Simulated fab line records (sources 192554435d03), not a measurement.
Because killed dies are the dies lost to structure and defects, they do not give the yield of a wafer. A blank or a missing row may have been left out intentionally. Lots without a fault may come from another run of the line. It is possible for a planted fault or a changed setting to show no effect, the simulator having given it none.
Chamber matching :: flow n5 finfet :: N5_GATE_CUT_ETCH_58 on rie diel-05 has 4 sister chambers
The step etches SiNx in CH3F/O2, target depth 17 nm, time 128.6 s. 22 wafers are shown with their chamber, then 11 later ones without.

## WAFERS, EACH WITH ITS CHAMBER
wafer: L076.1
chamber: 0
throttle valve pct (%): 16.02
showerhead plenum p Torr (Torr): 1.97
oes product au (a.u.): 0.86

wafer: L076.3
chamber: 1
throttle valve pct (%): 16.21
showerhead plenum p Torr (Torr): 2.06
oes product au (a.u.): 0.75

wafer: L076.6
chamber: 2
throttle valve pct (%): 15.94
showerhead plenum p Torr (Torr): 2.04
oes product au (a.u.): 0.89

wafer: L077.1
chamber: 1
throttle valve pct (%): 16.22
showerhead plenum p Torr (Torr): 2.06
oes product au (a.u.): 0.74

wafer: L077.4
chamber: 2
throttle valve pct (%): 15.94
showerhead plenum p Torr (Torr): 2.04
oes product au (a.u.): 0.89

wafer: L077.5
chamber: 0
throttle valve pct (%): 16.04
showerhead plenum p Torr (Torr): 1.97
oes product au (a.u.): 0.88

wafer: L080.2
chamber: 3
throttle valve pct (%): 16.67
showerhead plenum p Torr (Torr): 1.99
oes product au (a.u.): 0.69

wafer: L080.5
chamber: 0
throttle valve pct (%): 16.03
showerhead plenum p Torr (Torr): 1.96
oes product au (a.u.): 0.87

wafer: L080.6
chamber: 3
throttle valve pct (%): 16.63
showerhead plenum p Torr (Torr): 1.99
oes product au (a.u.): 0.70

wafer: L081.1
chamber: 1
throttle valve pct (%): 16.22
showerhead plenum p Torr (Torr): 2.06
oes product au (a.u.): 0.73

wafer: L081.3
chamber: 0
throttle valve pct (%): 16.02
showerhead plenum p Torr (Torr): 1.96
oes product au (a.u.): 0.86

wafer: L081.6
chamber: 3
throttle valve pct (%): 16.66
showerhead plenum p Torr (Torr): 1.99
oes product au (a.u.): 0.70

wafer: L082.2
chamber: 1
throttle valve pct (%): 16.23
showerhead plenum p Torr (Torr): 2.06
oes product au (a.u.): 0.73

wafer: L082.4
chamber: 2
throttle valve pct (%): 15.95
showerhead plenum p Torr (Torr): 2.03
oes product au (a.u.): 0.87

wafer: L082.5
chamber: 3
throttle valve pct (%): 16.65
showerhead plenum p Torr (Torr): 1.99
oes product au (a.u.): 0.68

wafer: L083.1
chamber: 0
throttle valve pct (%): 16.06
showerhead plenum p Torr (Torr): 1.96
oes product au (a.u.): 0.86

wafer: L083.4
chamber: 1
throttle valve pct (%): 16.25
showerhead plenum p Torr (Torr): 2.06
oes product au (a.u.): 0.73

wafer: L083.5
chamber: 3
throttle valve pct (%): 16.66
showerhead plenum p Torr (Torr): 1.99
oes product au (a.u.): 0.69

wafer: L090.4
chamber: 3
throttle valve pct (%): 16.68
showerhead plenum p Torr (Torr): 1.99
oes product au (a.u.): 0.68

wafer: L090.5
chamber: 1
throttle valve pct (%): 16.27
showerhead plenum p Torr (Torr): 2.05
oes product au (a.u.): 0.72

wafer: L090.6
chamber: 2
throttle valve pct (%): 15.96
showerhead plenum p Torr (Torr): 2.03
oes product au (a.u.): 0.86

wafer: L091.1
chamber: 1
throttle valve pct (%): 16.27
showerhead plenum p Torr (Torr): 2.05
oes product au (a.u.): 0.73

SIGNATURES, as means of the wafers listed above
reading: throttle valve pct
chamber 0: 16.0340
chamber 1: 16.2386
chamber 2: 15.9475
chamber 3: 16.6583
scatter within a chamber: 0.0191

reading: showerhead plenum p Torr
chamber 0: 1.9640
chamber 1: 2.0571
chamber 2: 2.0350
chamber 3: 1.9900
scatter within a chamber: 0.00449

reading: oes product au
chamber 0: 0.8660
chamber 1: 0.7329
chamber 2: 0.8775
chamber 3: 0.6900
scatter within a chamber: 0.0104
Rule: for a wafer and a chamber, the distance is found by dividing, reading by reading, the gap between the wafer's reading and the chamber's mean by the reading's scatter, squaring, summing and taking the root. If the next closest chamber is less than 2 further off than the closest, the wafer can't be placed; otherwise it belongs to the closest. How the scatter is found: for the shown wafers, subtract from each reading the mean of its chamber, square and add these, divide the total by (wafers less chambers), then take the root.

## WAFERS MISSING THEIR CHAMBER
wafer: L091.2
throttle valve pct (%): 16.68
showerhead plenum p Torr (Torr): 1.99
oes product au (a.u.): 0.67

wafer: L091.4
throttle valve pct (%): 16.09
showerhead plenum p Torr (Torr): 1.96
oes product au (a.u.): 0.85

wafer: L092.4
throttle valve pct (%): 16.26
showerhead plenum p Torr (Torr): 2.05
oes product au (a.u.): 0.72

wafer: L092.5
throttle valve pct (%): 15.98
showerhead plenum p Torr (Torr): 2.03
oes product au (a.u.): 0.86

wafer: L092.6
throttle valve pct (%): 16.26
showerhead plenum p Torr (Torr): 2.05
oes product au (a.u.): 0.72

wafer: L094.1
throttle valve pct (%): 16.29
showerhead plenum p Torr (Torr): 2.05
oes product au (a.u.): 0.72

wafer: L094.2
throttle valve pct (%): 16.70
showerhead plenum p Torr (Torr): 1.98
oes product au (a.u.): 0.67

wafer: L094.3
throttle valve pct (%): 15.99
showerhead plenum p Torr (Torr): 2.03
oes product au (a.u.): 0.83

wafer: L096.1
throttle valve pct (%): 16.27
showerhead plenum p Torr (Torr): 2.05
oes product au (a.u.): 0.71

wafer: L096.5
throttle valve pct (%): 16.69
showerhead plenum p Torr (Torr): 1.98
oes product au (a.u.): 0.67

wafer: L096.6
throttle valve pct (%): 16.10
showerhead plenum p Torr (Torr): 1.96
oes product au (a.u.): 0.83

## EACH ONE'S CHAMBER
wafer: L091.2
from the rows above: 3
in truth: 3

wafer: L091.4
from the rows above: 0
in truth: 0

wafer: L092.4
from the rows above: 1
in truth: 1

wafer: L092.5
from the rows above: 2
in truth: 2

wafer: L092.6
from the rows above: 1
in truth: 1

wafer: L094.1
from the rows above: 1
in truth: 1

wafer: L094.2
from the rows above: 3
in truth: 3

wafer: L094.3
from the rows above: 2
in truth: 2

wafer: L096.1
from the rows above: 1
in truth: 1

wafer: L096.5
from the rows above: 3
in truth: 3

wafer: L096.6
from the rows above: 0
in truth: 0
11 of 11 placed correctly. Can't be placed from these rows: 0. Wrongly placed: 0.
